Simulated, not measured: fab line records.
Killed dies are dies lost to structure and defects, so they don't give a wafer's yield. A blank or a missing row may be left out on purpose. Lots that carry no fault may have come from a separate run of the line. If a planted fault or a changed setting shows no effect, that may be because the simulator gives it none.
One fault through the eyes of 3 desks    flow nand_harc    only its own numbers are on each desk; what lay behind them is given at the end

== THE DEFECT DESK ==
Lot by lot, what the route's inspections counted, given as the mean of those sampled wafers with a number. The brackets show how far a lot's mean lies from the usual mean; more than 4 standard deviations puts the lot out of limits, marked OUT.
Columns: A = raw_defect_count at NHARC_A_M0_INSPECT_27, usual 461; B = raw_defect_count at NHARC_A_M1_INSPECT_27, usual 437
lot   first seen here  A    B
L213  day 17 18:49     409  702
L215  day 18 01:07     349  379
L218  day 19 06:55     490  1674 (+9.5) OUT
L221  day 19 12:01     555  1941 (+12) OUT
L219  day 19 16:37     348  386
L226  day 21 05:18     382  549
L230  day 22 00:05     702  493
L231  day 22 03:49     392  448
L232  day 22 04:07     755  478
L235  day 22 13:56     357  413
L234  day 23 01:21     458  273
L233  day 23 12:35     565  418
This desk's finding: out of limits on L218, L221; first on L218, day 19 10:58 (raw_defect_count at NHARC_A_M1_INSPECT_27). In limits: L213, L215, L219, L226, L230, L231, L232, L235, L234, L233.

== AT THE TOOL OWNER'S DESK: cmp-03 ==
The tool's own readings at NHARC_A_M1_CMP_23 (polishes, t overpolish 20 s, target thk 154.34 nm): means of the sampled wafers that have a number, for each lot that ran on this tool. The brackets show how far a lot's mean lies from the usual mean; more than 4 standard deviations puts the lot out of limits, marked OUT.
Columns: A = motor_current_A at NHARC_A_M1_CMP_23, usual 11.9 A; B = slurry_filter_dp_kPa at NHARC_A_M1_CMP_23, usual 13.50 kPa; C = time_to_endpoint_s at NHARC_A_M1_CMP_23, usual 27.6 s
lot   first seen here  A     B      C
L215  day 18 04:47     12.0  13.54  28.4
L218  day 19 10:31     12.7  13.54  31.2
L221  day 19 15:43     11.9  13.45  28.8
L230  day 22 03:58     12.6  13.49  29.9
L232  day 22 07:52     11.8  13.54  25.6
L235  day 22 17:49     12.1  13.33  28.4
L234  day 23 04:56     11.3  13.38  26.5
L233  day 23 16:10     13.0  13.55  25.9
Result from this desk: across the 8 lots, nothing is out of limits.

== METROLOGY DESK ==
What the gauges read, lot by lot, whatever tool the lot ran on: means of the sampled wafers that have a number. The brackets show how far a lot's mean lies from the usual mean; more than 4 standard deviations puts the lot out of limits, marked OUT.
Columns: A = overlay_x_nm at NHARC_A_M1_OVL_MEAS_10, usual -0.1 nm; B = overlay_y_nm at NHARC_A_M1_OVL_MEAS_10, usual 0.1 nm
lot   first seen here  A     B
L213  day 17 20:49     -0.5  -0.9
L215  day 18 02:35     -0.6  0.1
L218  day 19 08:16     0.5   -0.6
L221  day 19 13:28     -0.6  0.1
L219  day 19 18:08     -0.8  -0.7
L226  day 21 06:38     0.6   0.9
L230  day 22 01:33     -0.1  0.6
L231  day 22 05:19     -1.1  0.6
L232  day 22 05:36     0.2   0.6
L235  day 22 15:35     -1.7  0.2
L234  day 23 02:43     0.1   -0.1
L233  day 23 13:57     -0.4  1.0
Result from this desk: across the 12 lots, nothing is out of limits.

== BROUGHT TOGETHER ==
The defect desk could have raised an alarm at day 19 10:58, on L218, L221.
The desk of the tool owner found nothing out of limits.
Nothing out of limits was seen by the metrology desk.
On record at the tool owner's desk: L218, L221, within its limits.
The metrology desk holds a record of L218, L221, inside its limits.
All the named lots went through NHARC_A_M1_CMP_23 on cmp-03.

== WHAT HAD BEEN PUT IN BY THE SIMULATOR ==
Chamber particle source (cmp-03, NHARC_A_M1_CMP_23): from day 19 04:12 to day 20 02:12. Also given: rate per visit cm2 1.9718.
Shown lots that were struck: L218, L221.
Hours from the fault's start to each desk's first reading out of limits: the defect desk, 7.
